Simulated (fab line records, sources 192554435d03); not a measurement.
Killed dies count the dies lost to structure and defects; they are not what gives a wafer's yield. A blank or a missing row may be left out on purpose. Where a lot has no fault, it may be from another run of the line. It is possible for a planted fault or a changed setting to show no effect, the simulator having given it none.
fab line records / flow n5-finfet
[record] lots = 12 wafers = 36 last-day = 18
route steps=1938 shown BEOL_M7@1319 BEOL_M8@1337
lots untouched by any fault: they come from a run of this same line in which no faults occurred
start-h: hours from the record's opening day to when the first of the lot's shown wafers began / wait-h: hours from the lot's prior step to this one / " the same as in the row above / L1.1+2: several wafers, shown together as one row / - either no value or no given start / * or withheld: withheld / < > ~ a bound
route shown NAME@n: a module of which the file shows steps, and the number in the route of the first / usual: mean and standard deviation over wafers with no fault / same: alike in all rows / chamber/n: place in a boat / sites: the reading at each site / _std_site: their standard deviation / _edge_site: outer sites' mean less inner sites' / radius-mm: for every site, how far away it sits from the centre of the wafer / mask NAME#n: copy n / behind: tool/chamber where the wafer was last shaped / hold: why the lot was held/for how many hours/how that ended / device: names the non-switching transistor (n, p or np) / end of line: the tests these same wafers got at the end of their route / step lacking rows: just its recipe / killed: the dies lost at the first sort to structure and to defects; this is not the yield of the wafer / map: dies across one wafer; x = killed, . = not, _ = none there
set.NAME: the setting as run; set.NAME@STEP: as run at that earlier step / model.NAME: the simulator's own value behind a step, which no gauge read
route steps across a sampled set of lots; one table per step, one row per wafer
services: from which hour (start-h, from the record's first day; less than 0 if before it) a tool's chamber was out of use, for how many hours, and why
[[steps]]
[step N5_BEOL_M7_PRE_CLEAN_45]
[recipe] gas = H2/He time-s = 30 temp-c = 250
[usual] heater-power-w = 339/35 susceptor-temp-C = 250.02/0.18
lot.wafer=L145.1 tool=pvd-sputter-02 chamber=- start-h=202.29 wait-h=0.0 heater-power-w=365 susceptor-temp-C=250.04
lot.wafer=L145.3 tool=pvd-sputter-02 chamber=- start-h=202.29 wait-h=0.0 heater-power-w=317 susceptor-temp-C=250.09
lot.wafer=L145.4 tool=pvd-sputter-02 chamber=- start-h=202.29 wait-h=0.0 heater-power-w=340 susceptor-temp-C=250.07
lot.wafer=L146.1 tool=pvd-sputter-02 chamber=- start-h=207.69 wait-h=0.0 heater-power-w=367 susceptor-temp-C=250.23
lot.wafer=L146.4 tool=pvd-sputter-02 chamber=- start-h=207.69 wait-h=0.0 heater-power-w=307 susceptor-temp-C=249.73
lot.wafer=L146.6 tool=pvd-sputter-02 chamber=- start-h=207.69 wait-h=0.0 heater-power-w=311 susceptor-temp-C=250.02
lot.wafer=L149.1 tool=pvd-sputter-02 chamber=- start-h=223.60 wait-h=0.0 heater-power-w=312 susceptor-temp-C=250.11
lot.wafer=L149.2 tool=pvd-sputter-02 chamber=- start-h=223.60 wait-h=0.0 heater-power-w=351 susceptor-temp-C=249.79
lot.wafer=L149.4 tool=pvd-sputter-02 chamber=- start-h=223.60 wait-h=0.0 heater-power-w=309 susceptor-temp-C=250.06
lot.wafer=L150.1 tool=pvd-sputter-01 chamber=- start-h=235.96 wait-h=0.0 heater-power-w=299 susceptor-temp-C=250.05
lot.wafer=L150.2 tool=pvd-sputter-01 chamber=- start-h=235.96 wait-h=0.0 heater-power-w=365 susceptor-temp-C=249.95
lot.wafer=L150.3 tool=pvd-sputter-01 chamber=- start-h=235.96 wait-h=0.0 heater-power-w=283 susceptor-temp-C=249.97
lot.wafer=L151.1 tool=pvd-sputter-01 chamber=- start-h=244.60 wait-h=0.0 heater-power-w=297 susceptor-temp-C=249.89
lot.wafer=L151.2 tool=pvd-sputter-01 chamber=- start-h=244.60 wait-h=0.0 heater-power-w=330 susceptor-temp-C=250.10
lot.wafer=L151.6 tool=pvd-sputter-01 chamber=- start-h=244.60 wait-h=0.0 heater-power-w=304 susceptor-temp-C=249.87
lot.wafer=L154.2 tool=pvd-sputter-03 chamber=- start-h=268.18 wait-h=0.0 heater-power-w=395 susceptor-temp-C=250.26
lot.wafer=L154.3 tool=pvd-sputter-03 chamber=- start-h=268.18 wait-h=0.0 heater-power-w=328 susceptor-temp-C=250.26
lot.wafer=L154.6 tool=pvd-sputter-03 chamber=- start-h=268.18 wait-h=0.0 heater-power-w=345 susceptor-temp-C=250.03
lot.wafer=L153.1 tool=pvd-sputter-01 chamber=- start-h=268.36 wait-h=0.0 heater-power-w=306 susceptor-temp-C=249.93
lot.wafer=L153.3 tool=pvd-sputter-01 chamber=- start-h=268.36 wait-h=0.0 heater-power-w=286 susceptor-temp-C=249.84
lot.wafer=L153.6 tool=pvd-sputter-01 chamber=- start-h=268.36 wait-h=0.0 heater-power-w=361 susceptor-temp-C=250.18
lot.wafer=L155.2 tool=pvd-sputter-03 chamber=- start-h=272.70 wait-h=0.0 heater-power-w=403 susceptor-temp-C=249.96
lot.wafer=L155.3 tool=pvd-sputter-03 chamber=- start-h=272.70 wait-h=0.0 heater-power-w=349 susceptor-temp-C=250.25
lot.wafer=L155.4 tool=pvd-sputter-03 chamber=- start-h=272.70 wait-h=0.0 heater-power-w=377 susceptor-temp-C=250.00
lot.wafer=L158.1 tool=pvd-sputter-02 chamber=- start-h=278.93 wait-h=0.0 heater-power-w=310 susceptor-temp-C=249.97
lot.wafer=L158.5 tool=pvd-sputter-02 chamber=- start-h=278.93 wait-h=0.0 heater-power-w=334 susceptor-temp-C=249.72
lot.wafer=L158.6 tool=pvd-sputter-02 chamber=- start-h=278.93 wait-h=0.0 heater-power-w=367 susceptor-temp-C=250.10
lot.wafer=L160.2 tool=pvd-sputter-02 chamber=- start-h=304.37 wait-h=0.0 heater-power-w=358 susceptor-temp-C=249.91
lot.wafer=L160.3 tool=pvd-sputter-02 chamber=- start-h=304.37 wait-h=0.0 heater-power-w=320 susceptor-temp-C=249.88
lot.wafer=L160.4 tool=pvd-sputter-02 chamber=- start-h=304.37 wait-h=0.0 heater-power-w=343 susceptor-temp-C=250.06
lot.wafer=L163.2 tool=pvd-sputter-03 chamber=- start-h=308.46 wait-h=0.0 heater-power-w=390 susceptor-temp-C=249.84
lot.wafer=L163.5 tool=pvd-sputter-03 chamber=- start-h=308.46 wait-h=0.0 heater-power-w=342 susceptor-temp-C=249.99
lot.wafer=L163.6 tool=pvd-sputter-03 chamber=- start-h=308.46 wait-h=0.0 heater-power-w=404 susceptor-temp-C=250.06
lot.wafer=L166.1 tool=pvd-sputter-01 chamber=- start-h=332.74 wait-h=0.0 heater-power-w=285 susceptor-temp-C=249.96
lot.wafer=L166.4 tool=pvd-sputter-01 chamber=- start-h=332.74 wait-h=0.0 heater-power-w=299 susceptor-temp-C=249.95
lot.wafer=L166.5 tool=pvd-sputter-01 chamber=- start-h=332.74 wait-h=0.0 heater-power-w=330 susceptor-temp-C=250.19
[step N5_BEOL_M7_ANNEAL_51]
[recipe] temp-c = 225 time-s = 90 ambient = N2
[usual] wafer_temp_C_max = 225.9/0.4
lot.wafer=L145.1 tool=rtp-anneal-01 chamber=0 start-h=203.25 wait-h=0.1 wafer_temp_C_max=226.7
lot.wafer=L145.3 tool=rtp-anneal-01 chamber=0 start-h=203.25 wait-h=0.1 wafer_temp_C_max=226.2
lot.wafer=L145.4 tool=rtp-anneal-01 chamber=0 start-h=203.25 wait-h=0.1 wafer_temp_C_max=226.6
lot.wafer=L146.1 tool=rtp-anneal-01 chamber=0 start-h=209.22 wait-h=0.7 wafer_temp_C_max=226.2
lot.wafer=L146.4 tool=rtp-anneal-01 chamber=0 start-h=209.22 wait-h=0.7 wafer_temp_C_max=226.4
lot.wafer=L146.6 tool=rtp-anneal-01 chamber=0 start-h=209.22 wait-h=0.7 wafer_temp_C_max=226.5
lot.wafer=L149.1 tool=rtp-anneal-02 chamber=0 start-h=224.59 wait-h=0.1 wafer_temp_C_max=225.4
lot.wafer=L149.2 tool=rtp-anneal-02 chamber=0 start-h=224.59 wait-h=0.1 wafer_temp_C_max=225.4
lot.wafer=L149.4 tool=rtp-anneal-02 chamber=0 start-h=224.59 wait-h=0.1 wafer_temp_C_max=225.5
lot.wafer=L150.1 tool=rtp-anneal-02 chamber=0 start-h=237.08 wait-h=0.3 wafer_temp_C_max=225.8
lot.wafer=L150.2 tool=rtp-anneal-02 chamber=0 start-h=237.08 wait-h=0.3 wafer_temp_C_max=225.9
lot.wafer=L150.3 tool=rtp-anneal-02 chamber=0 start-h=237.08 wait-h=0.3 wafer_temp_C_max=226.0
lot.wafer=L151.1 tool=rtp-anneal-02 chamber=0 start-h=247.33 wait-h=0.2 wafer_temp_C_max=226.1
lot.wafer=L151.2 tool=rtp-anneal-02 chamber=0 start-h=247.33 wait-h=0.2 wafer_temp_C_max=226.1
lot.wafer=L151.6 tool=rtp-anneal-02 chamber=0 start-h=247.33 wait-h=0.2 wafer_temp_C_max=226.0
lot.wafer=L154.2 tool=rtp-anneal-02 chamber=0 start-h=269.33 wait-h=0.3 wafer_temp_C_max=225.3
lot.wafer=L154.3 tool=rtp-anneal-02 chamber=0 start-h=269.33 wait-h=0.3 wafer_temp_C_max=225.5
lot.wafer=L154.6 tool=rtp-anneal-02 chamber=0 start-h=269.33 wait-h=0.3 wafer_temp_C_max=225.5
lot.wafer=L153.1 tool=rtp-anneal-02 chamber=0 start-h=269.56 wait-h=0.3 wafer_temp_C_max=225.8
lot.wafer=L153.3 tool=rtp-anneal-02 chamber=0 start-h=269.56 wait-h=0.3 wafer_temp_C_max=225.8
lot.wafer=L153.6 tool=rtp-anneal-02 chamber=0 start-h=269.56 wait-h=0.3 wafer_temp_C_max=225.2
lot.wafer=L155.2 tool=rtp-anneal-02 chamber=0 start-h=273.94 wait-h=0.3 wafer_temp_C_max=225.7
lot.wafer=L155.3 tool=rtp-anneal-02 chamber=0 start-h=273.94 wait-h=0.3 wafer_temp_C_max=225.6
lot.wafer=L155.4 tool=rtp-anneal-02 chamber=0 start-h=273.94 wait-h=0.3 wafer_temp_C_max=226.1
lot.wafer=L158.1 tool=rtp-anneal-01 chamber=0 start-h=279.88 wait-h=0.1 wafer_temp_C_max=226.6
lot.wafer=L158.5 tool=rtp-anneal-01 chamber=0 start-h=279.88 wait-h=0.1 wafer_temp_C_max=226.4
lot.wafer=L158.6 tool=rtp-anneal-01 chamber=0 start-h=279.88 wait-h=0.1 wafer_temp_C_max=226.2
lot.wafer=L160.2 tool=rtp-anneal-01 chamber=0 start-h=305.83 wait-h=0.5 wafer_temp_C_max=226.2
lot.wafer=L160.3 tool=rtp-anneal-01 chamber=0 start-h=305.83 wait-h=0.5 wafer_temp_C_max=226.3
lot.wafer=L160.4 tool=rtp-anneal-01 chamber=0 start-h=305.83 wait-h=0.5 wafer_temp_C_max=226.3
lot.wafer=L163.2 tool=rtp-anneal-01 chamber=0 start-h=311.23 wait-h=0.2 wafer_temp_C_max=225.7
lot.wafer=L163.5 tool=rtp-anneal-01 chamber=0 start-h=311.23 wait-h=0.2 wafer_temp_C_max=226.3
lot.wafer=L163.6 tool=rtp-anneal-01 chamber=0 start-h=311.23 wait-h=0.2 wafer_temp_C_max=226.5
lot.wafer=L166.1 tool=rtp-anneal-01 chamber=0 start-h=333.56 wait-h=0.1 wafer_temp_C_max=226.1
lot.wafer=L166.4 tool=rtp-anneal-01 chamber=0 start-h=333.56 wait-h=0.1 wafer_temp_C_max=226.4
lot.wafer=L166.5 tool=rtp-anneal-01 chamber=0 start-h=333.56 wait-h=0.1 wafer_temp_C_max=226.4
[step N5_BEOL_M7_INSPECT_58]
[recipe] inspect-instrument = darkfield mode = post-dep
[usual] raw-defect-count = 78/26
lot.wafer=L145.1 tool=defect-inspect-02 chamber=- start-h=204.00 wait-h=0.0 raw-defect-count=92
lot.wafer=L145.3 tool=defect-inspect-02 chamber=- start-h=204.00 wait-h=0.0 raw-defect-count=107
lot.wafer=L145.4 tool=defect-inspect-02 chamber=- start-h=204.00 wait-h=0.0 raw-defect-count=80
lot.wafer=L146.1 tool=defect-inspect-01 chamber=- start-h=210.05 wait-h=0.0 raw-defect-count=63
lot.wafer=L146.4 tool=defect-inspect-01 chamber=- start-h=210.05 wait-h=0.0 raw-defect-count=44
lot.wafer=L146.6 tool=defect-inspect-01 chamber=- start-h=210.05 wait-h=0.0 raw-defect-count=32
lot.wafer=L149.1 tool=defect-inspect-01 chamber=- start-h=225.33 wait-h=0.0 raw-defect-count=75
lot.wafer=L149.2 tool=defect-inspect-01 chamber=- start-h=225.33 wait-h=0.0 raw-defect-count=60
lot.wafer=L149.4 tool=defect-inspect-01 chamber=- start-h=225.33 wait-h=0.0 raw-defect-count=110
lot.wafer=L150.1 tool=defect-inspect-01 chamber=- start-h=237.84 wait-h=0.0 raw-defect-count=74
lot.wafer=L150.2 tool=defect-inspect-01 chamber=- start-h=237.84 wait-h=0.0 raw-defect-count=55
lot.wafer=L150.3 tool=defect-inspect-01 chamber=- start-h=237.84 wait-h=0.0 raw-defect-count=55
lot.wafer=L151.1 tool=defect-inspect-01 chamber=- start-h=248.09 wait-h=0.0 raw-defect-count=38
lot.wafer=L151.2 tool=defect-inspect-01 chamber=- start-h=248.09 wait-h=0.0 raw-defect-count=52
lot.wafer=L151.6 tool=defect-inspect-01 chamber=- start-h=248.09 wait-h=0.0 raw-defect-count=69
lot.wafer=L154.2 tool=defect-inspect-02 chamber=- start-h=270.07 wait-h=0.0 raw-defect-count=55
lot.wafer=L154.3 tool=defect-inspect-02 chamber=- start-h=270.07 wait-h=0.0 raw-defect-count=53
lot.wafer=L154.6 tool=defect-inspect-02 chamber=- start-h=270.07 wait-h=0.0 raw-defect-count=62
lot.wafer=L153.1 tool=defect-inspect-02 chamber=- start-h=270.31 wait-h=0.0 raw-defect-count=69
lot.wafer=L153.3 tool=defect-inspect-02 chamber=- start-h=270.31 wait-h=0.0 raw-defect-count=104
lot.wafer=L153.6 tool=defect-inspect-02 chamber=- start-h=270.31 wait-h=0.0 raw-defect-count=92
lot.wafer=L155.2 tool=defect-inspect-02 chamber=- start-h=274.66 wait-h=0.0 raw-defect-count=61
lot.wafer=L155.3 tool=defect-inspect-02 chamber=- start-h=274.66 wait-h=0.0 raw-defect-count=76
lot.wafer=L155.4 tool=defect-inspect-02 chamber=- start-h=274.66 wait-h=0.0 raw-defect-count=56
lot.wafer=L158.1 tool=defect-inspect-01 chamber=- start-h=280.64 wait-h=0.0 raw-defect-count=80
lot.wafer=L158.5 tool=defect-inspect-01 chamber=- start-h=280.64 wait-h=0.0 raw-defect-count=73
lot.wafer=L158.6 tool=defect-inspect-01 chamber=- start-h=280.64 wait-h=0.0 raw-defect-count=67
lot.wafer=L160.2 tool=defect-inspect-02 chamber=- start-h=306.76 wait-h=0.0 raw-defect-count=95
lot.wafer=L160.3 tool=defect-inspect-02 chamber=- start-h=306.76 wait-h=0.0 raw-defect-count=70
lot.wafer=L160.4 tool=defect-inspect-02 chamber=- start-h=306.76 wait-h=0.0 raw-defect-count=56
lot.wafer=L163.2 tool=defect-inspect-01 chamber=- start-h=312.16 wait-h=0.0 raw-defect-count=47
lot.wafer=L163.5 tool=defect-inspect-01 chamber=- start-h=312.16 wait-h=0.0 raw-defect-count=79
lot.wafer=L163.6 tool=defect-inspect-01 chamber=- start-h=312.16 wait-h=0.0 raw-defect-count=112
lot.wafer=L166.1 tool=defect-inspect-01 chamber=- start-h=334.33 wait-h=0.0 raw-defect-count=93
lot.wafer=L166.4 tool=defect-inspect-01 chamber=- start-h=334.33 wait-h=0.0 raw-defect-count=86
lot.wafer=L166.5 tool=defect-inspect-01 chamber=- start-h=334.33 wait-h=0.0 raw-defect-count=172
[step N5_BEOL_M8_COAT_59]
[recipe] resist = SOC temp-c = 250 time-s = 60 spin-rpm = 1500 resist-thk-nm = 100
[usual] spin-speed-rpm = 1500.0/1
lot.wafer=L145.1 tool=litho-track-02 chamber=0 start-h=205.74 wait-h=0.1 spin-speed-rpm=1500.8
lot.wafer=L145.3 tool=litho-track-02 chamber=0 start-h=205.74 wait-h=0.1 spin-speed-rpm=1501.6
lot.wafer=L145.4 tool=litho-track-02 chamber=0 start-h=205.74 wait-h=0.1 spin-speed-rpm=1500.9
lot.wafer=L146.1 tool=litho-track-04 chamber=0 start-h=211.15 wait-h=0.1 spin-speed-rpm=1500.7
lot.wafer=L146.4 tool=litho-track-04 chamber=0 start-h=211.15 wait-h=0.1 spin-speed-rpm=1498.9
lot.wafer=L146.6 tool=litho-track-04 chamber=0 start-h=211.15 wait-h=0.1 spin-speed-rpm=1500.9
lot.wafer=L149.1 tool=litho-track-04 chamber=0 start-h=228.68 wait-h=0.1 spin-speed-rpm=1501.5
lot.wafer=L149.2 tool=litho-track-04 chamber=0 start-h=228.68 wait-h=0.1 spin-speed-rpm=1500.4
lot.wafer=L149.4 tool=litho-track-04 chamber=0 start-h=228.68 wait-h=0.1 spin-speed-rpm=1501.9
lot.wafer=L150.1 tool=litho-track-02 chamber=0 start-h=238.78 wait-h=0.1 spin-speed-rpm=1499.1
lot.wafer=L150.2 tool=litho-track-02 chamber=0 start-h=238.78 wait-h=0.1 spin-speed-rpm=1498.8
lot.wafer=L150.3 tool=litho-track-02 chamber=0 start-h=238.78 wait-h=0.1 spin-speed-rpm=1498.5
lot.wafer=L151.1 tool=litho-track-02 chamber=0 start-h=251.86 wait-h=0.1 spin-speed-rpm=1500.1
lot.wafer=L151.2 tool=litho-track-02 chamber=0 start-h=251.86 wait-h=0.1 spin-speed-rpm=1499.9
lot.wafer=L151.6 tool=litho-track-02 chamber=0 start-h=251.86 wait-h=0.1 spin-speed-rpm=1499.7
lot.wafer=L154.2 tool=litho-track-05 chamber=0 start-h=272.05 wait-h=0.1 spin-speed-rpm=1499.8
lot.wafer=L154.3 tool=litho-track-05 chamber=0 start-h=272.05 wait-h=0.1 spin-speed-rpm=1500.8
lot.wafer=L154.6 tool=litho-track-05 chamber=0 start-h=272.05 wait-h=0.1 spin-speed-rpm=1500.4
lot.wafer=L153.1 tool=litho-track-04 chamber=0 start-h=272.41 wait-h=0.1 spin-speed-rpm=1500.0
lot.wafer=L153.3 tool=litho-track-04 chamber=0 start-h=272.41 wait-h=0.1 spin-speed-rpm=1499.9
lot.wafer=L153.6 tool=litho-track-04 chamber=0 start-h=272.41 wait-h=0.1 spin-speed-rpm=1499.1
lot.wafer=L155.2 tool=litho-track-02 chamber=0 start-h=275.79 wait-h=0.1 spin-speed-rpm=1500.2
lot.wafer=L155.3 tool=litho-track-02 chamber=0 start-h=275.79 wait-h=0.1 spin-speed-rpm=1498.8
lot.wafer=L155.4 tool=litho-track-02 chamber=0 start-h=275.79 wait-h=0.1 spin-speed-rpm=1500.0
lot.wafer=L158.1 tool=litho-track-04 chamber=0 start-h=283.34 wait-h=0.1 spin-speed-rpm=1500.7
lot.wafer=L158.5 tool=litho-track-04 chamber=0 start-h=283.34 wait-h=0.1 spin-speed-rpm=1501.2
lot.wafer=L158.6 tool=litho-track-04 chamber=0 start-h=283.34 wait-h=0.1 spin-speed-rpm=1502.7
lot.wafer=L160.2 tool=litho-track-04 chamber=0 start-h=308.45 wait-h=0.1 spin-speed-rpm=1717.4
lot.wafer=L160.3 tool=litho-track-04 chamber=0 start-h=308.45 wait-h=0.1 spin-speed-rpm=1717.9
lot.wafer=L160.4 tool=litho-track-04 chamber=0 start-h=308.45 wait-h=0.1 spin-speed-rpm=1716.9
lot.wafer=L163.2 tool=litho-track-04 chamber=0 start-h=313.21 wait-h=0.1 spin-speed-rpm=1715.6
lot.wafer=L163.5 tool=litho-track-04 chamber=0 start-h=313.21 wait-h=0.1 spin-speed-rpm=1716.4
lot.wafer=L163.6 tool=litho-track-04 chamber=0 start-h=313.21 wait-h=0.1 spin-speed-rpm=1716.1
lot.wafer=L166.1 tool=litho-track-02 chamber=0 start-h=336.86 wait-h=0.1 spin-speed-rpm=1500.1
lot.wafer=L166.4 tool=litho-track-02 chamber=0 start-h=336.86 wait-h=0.1 spin-speed-rpm=1498.7
lot.wafer=L166.5 tool=litho-track-02 chamber=0 start-h=336.86 wait-h=0.1 spin-speed-rpm=1499.8
[[services]]
tool=litho-track-04 chamber=- start-h=269.98 hours=- kind=consumable-replace:filter
tool=rtp-anneal-01 chamber=- start-h=280.92 hours=5.7 kind=pm
tool=litho-track-05 chamber=- start-h=312.76 hours=- kind=consumable-replace:filter
[[key]]
[first-sign] step = N5_BEOL_M8_COAT_59 reading = spin-speed-rpm direction = up sigmas = 99+ usual = * struck = *
effect none on later readings
met-at N5_BEOL_M8_COAT_59
struck-lots L160,L163
not-acting-at N5_BEOL_M7_PRE_CLEAN_45,N5_BEOL_M7_ANNEAL_51,N5_BEOL_M7_INSPECT_58
onset-between 283.34 308.45
[fault] kind = process-parameter-drift tool = litho-track-04 chamber = - onset-h = 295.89 steps = N5_BEOL_M8_COAT_59 channel = spin-rpm offset = * shape = step end-h = 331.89 acts-in = * stated = *
